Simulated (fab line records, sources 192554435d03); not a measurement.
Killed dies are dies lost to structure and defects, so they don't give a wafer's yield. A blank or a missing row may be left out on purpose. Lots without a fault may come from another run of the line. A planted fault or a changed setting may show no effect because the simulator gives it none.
Split-lot experiment | flow n5_finfet | 7 lots, 21 wafers read, on a route of 1938 steps

THE SPLIT
At N5_HKMG_FIN_DESCUM_53 (chemistry O2, time 7.9 s), the setting time_s was moved away from the recipe's 7.9 s on 5 of the 21 wafers read, by -21.9% to +21.4%. The other wafers ran this setting at the recipe's value.

The file shows no step between the split and the reading.

THE READING
CAR-ArF_of_HKMG_FIN_COAT_43.thk_nm (the simulator's own value, which no gauge read), in nm, at N5_HKMG_FIN_ETCH_54 (etches SiARC in CF4, target depth 45.5 nm, time 75.8 s). The file gives no usual value for it. The 16 wafers here that ran the recipe average 50.9 nm, standard deviation 0.2 nm.

wafer  | tool, chamber at the split | time_s as run, s | against the recipe | CAR-ArF_of_HKMG_FIN_COAT_43.thk_nm, nm | against lot-mates on the recipe
L077.2 | rie_diel-05, 0,1           | 7.9              | recipe             | 50.6                                   | -
L077.5 | rie_diel-05, 2             | 7.9              | recipe             | 50.8                                   | -
L077.6 | rie_diel-05, 0,1           | 7.9              | recipe             | 50.6                                   | -
L080.2 | rie_diel-01, 0             | 7.9              | recipe             | 50.8                                   | -
L080.3 | rie_diel-01, 2             | 7.9              | recipe             | 50.8                                   | -
L080.5 | rie_diel-01, 2             | 7.9              | recipe             | 50.6                                   | -
L085.2 | rie_diel-02, 0             | 7.9              | recipe             | 51.2                                   | -
L085.3 | rie_diel-02, 2,0           | 7.9              | recipe             | 51.2                                   | -
L085.5 | rie_diel-02, 2,0           | 7.9              | recipe             | 51                                     | -
L090.2 | rie_diel-05, 1,3,3         | 7.9              | recipe             | 50.8                                   | -
L090.4 | rie_diel-05, 1,3,3         | 7.9              | recipe             | 51                                     | -
L090.6 | rie_diel-05, 1,3,3         | 7.9              | recipe             | 51                                     | -
L093.1 | rie_diel-01, 0             | 9.589            | +21.4%             | 50                                     | -0.8
L093.5 | rie_diel-01, 3             | 7.9              | recipe             | 50.8                                   | -
L093.6 | rie_diel-01, 2             | 9.589            | +21.4%             | 50.2                                   | -0.6
L096.3 | rie_diel-02, 2             | 7.9              | recipe             | 51.2                                   | -
L096.4 | rie_diel-02, 3             | 7.9              | recipe             | 50.8                                   | -
L096.6 | rie_diel-02, 2             | 6.29             | -20.4%             | 52.2                                   | +1.2
L097.3 | rie_diel-05, 3             | 6.169            | -21.9%             | 51.8                                   | +1.0
L097.5 | rie_diel-05, 2             | 6.169            | -21.9%             | 52                                     | +1.2
L097.6 | rie_diel-05, 3             | 7.9              | recipe             | 50.8                                   | -
Where a row lists several chambers, the file gives one row for several wafers and doesn't say which wafer went through which chamber.

THE FIT
A straight line over all 21 wafers: CAR-ArF_of_HKMG_FIN_COAT_43.thk_nm changes by -0.0455 nm for each +1% of time_s; r = -0.92; the points scatter about the line by 0.21 nm.
The same after taking each lot's own level away (the mean of its wafers on the recipe; 21 wafers): -0.0443 nm for each +1%; r = -0.96; scatter 0.15 nm.
On that fit, the largest move of time_s shifts the reading by 0.97 nm.
The lots' own levels span 50.67 to 51.13 nm, that is 2.4 times the standard deviation above.
So the lot-to-lot level changes the slope little: the two slopes agree.
Check: with one of the wafers moved furthest among these (-21.9%) left out of the fit, the line predicts +1.03 nm for it against its lot-mates. It came out at +1 nm against them.

OTHER SPLITS ON THESE WAFERS
These wafers also went through other splits before the reading. Each is held against what the fit with the lots' levels taken away leaves over:
other split on the same wafers | wafers away from the commonest value | r with CAR-ArF_of_HKMG_FIN_COAT_43.thk_nm (lot level and that fit taken away)
N5_SD_EPI_N_EXPOSE_06 dose_mj  | 7                                    | -0.06
N5_SDB_COAT_03 spin_rpm        | 7                                    | +0.16
N5_SDB_ETCH_17 bias_w          | 11                                   | +0.38

THE WHOLE CHAIN: every reading that the file lists as answering this split, in the file's order
step                  | what it does                                           | reading                                                                             | change (the file's fit)                | r (the file's)
N5_HKMG_FIN_DESCUM_53 | chemistry O2, time 7.9 s                               | CAR-ArF_of_HKMG_FIN_COAT_43.thk_nm (the simulator's own value, which no gauge read) | -0.0501 nm for each +1% of the setting | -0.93
N5_HKMG_FIN_ETCH_54   | etches SiARC in CF4, target depth 45.5 nm, time 75.8 s | CAR-ArF_of_HKMG_FIN_COAT_43.thk_nm (the simulator's own value, which no gauge read) | -0.047 nm for each +1% of the setting  | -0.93

THE FILE'S OWN FIT
CAR-ArF_of_HKMG_FIN_COAT_43.thk_nm changes by -0.047 nm for each +1% of time_s, r = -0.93.
